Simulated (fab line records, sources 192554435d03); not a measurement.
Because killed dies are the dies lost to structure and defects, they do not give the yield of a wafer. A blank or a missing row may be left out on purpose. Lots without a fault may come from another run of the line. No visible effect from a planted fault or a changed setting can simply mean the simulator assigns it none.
Chamber matching + flow n5_finfet + N5_FIN_SAQP_PECVD_06 on pecvd-01 has 3 sister chambers
The step deposits a-Si from SiH4/He, target thk 60 nm, time 48.1 s. 6 wafers are shown with their chamber, then 8 later ones without.

WAFERS, EACH WITH ITS CHAMBER
| wafer  | chamber | throttle_valve_pct (%) | showerhead_plenum_p_Torr (Torr) |
|--------|---------|------------------------|---------------------------------|
| L087.3 | 1       | 17.3                   | 5.71                            |
| L087.4 | 1       | 17.4                   | 5.69                            |
| L087.5 | 2       | 17.9                   | 5.64                            |
| L090.3 | 2       | 18.1                   | 5.64                            |
| L090.5 | 0       | 18.5                   | 5.65                            |
| L093.2 | 0       | 18.4                   | 5.66                            |

WAFERS WITHOUT THEIR CHAMBER
| wafer  | throttle_valve_pct (%) | showerhead_plenum_p_Torr (Torr) |
|--------|------------------------|---------------------------------|
| L093.4 | 18.2                   | 5.66                            |
| L093.6 | 17.6                   | 5.71                            |
| L092.1 | 17.8                   | 5.62                            |
| L092.2 | 17.4                   | 5.71                            |
| L092.3 | 18.0                   | 5.67                            |
| L097.1 | 17.5                   | 5.72                            |
| L097.3 | 17.9                   | 5.64                            |
| L097.6 | 18.1                   | 5.66                            |

WHICH CHAMBER EACH WENT THROUGH
| wafer  | from the rows above     | in truth |
|--------|-------------------------|----------|
| L093.4 | can't be placed: 0 or 2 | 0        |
| L093.6 | 1                       | 1        |
| L092.1 | 2                       | 2        |
| L092.2 | 1                       | 1        |
| L092.3 | can't be placed: 2 or 0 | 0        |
| L097.1 | 1                       | 1        |
| L097.3 | 2                       | 2        |
| L097.6 | can't be placed: 2 or 0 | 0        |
Correctly placed: 5 of 8. Unplaceable from these rows: 3, with the true chamber sitting among the candidates in 3. Placed wrongly: 0.
How it was worked out, from the rows above alone: a wafer's distance from a chamber is the root of the sum, over the readings, of the square of ((its reading less the chamber's mean) divided by the reading's scatter). The wafer belongs to the nearest chamber; if the next one is less than 2 further off, it can't be placed. For every chamber, the mean is computed from those of its wafers that are shown. How the scatter is found: for the shown wafers, subtract from each reading the mean of its chamber, square and add these, divide the total by (wafers less chambers), then take the root.
